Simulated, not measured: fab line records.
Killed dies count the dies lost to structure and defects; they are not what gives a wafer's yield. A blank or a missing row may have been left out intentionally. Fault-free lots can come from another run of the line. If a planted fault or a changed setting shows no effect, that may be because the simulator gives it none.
Matching of chambers | flow nand_harc | NHARC_A_CHANNEL_HOLE_D2_DESCUM_15 on rie_diel-02 has 4 sister chambers
The step chemistry O2, time 3 s. 4 wafers are shown with their chamber, then 7 later ones without.

## WAFERS WITH THEIR CHAMBER
wafer  | chamber | oes_product_au (a.u.)
L082.1 | 2       | 0.989
L082.4 | 3       | 0.995
L087.1 | 1       | 0.985
L087.3 | 0       | 1.007

## WAFERS WHOSE CHAMBER IS MISSING
wafer  | oes_product_au (a.u.)
L087.6 | 0.995
L091.2 | 1.023
L091.4 | 1.004
L091.6 | 0.989
L095.2 | 1.013
L095.5 | 0.992
L095.6 | 1.017

## CHAMBER TAKEN BY EACH
wafer  | from the rows above               | in truth
L087.6 | can't be placed: 3 or 2 or 1 or 0 | 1
L091.2 | can't be placed: 0 or 3           | 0
L091.4 | can't be placed: 0 or 3 or 2      | 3
L091.6 | can't be placed: 2 or 1 or 3      | 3
L095.2 | can't be placed: 0 or 3           | 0
L095.5 | can't be placed: 2 or 3 or 1 or 0 | 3
L095.6 | can't be placed: 0 or 3           | 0
Correct placement for 0 of the 7. Not placeable from these rows: 7 (in 7, the candidates include the true chamber). 0 placed wrongly.
How it was worked out, from the rows above alone: a wafer's distance from a chamber is the root of the sum, over the readings, of the square of ((its reading less the chamber's mean) divided by the reading's scatter). If the next closest chamber is less than 2 further off than the closest, the wafer can't be placed; otherwise it belongs to the closest. For every chamber, the mean is computed from those of its wafers that are shown. The scatter: root of mean squared gap, hidden wafer to nearest shown wafer, with one shown wafer a chamber.
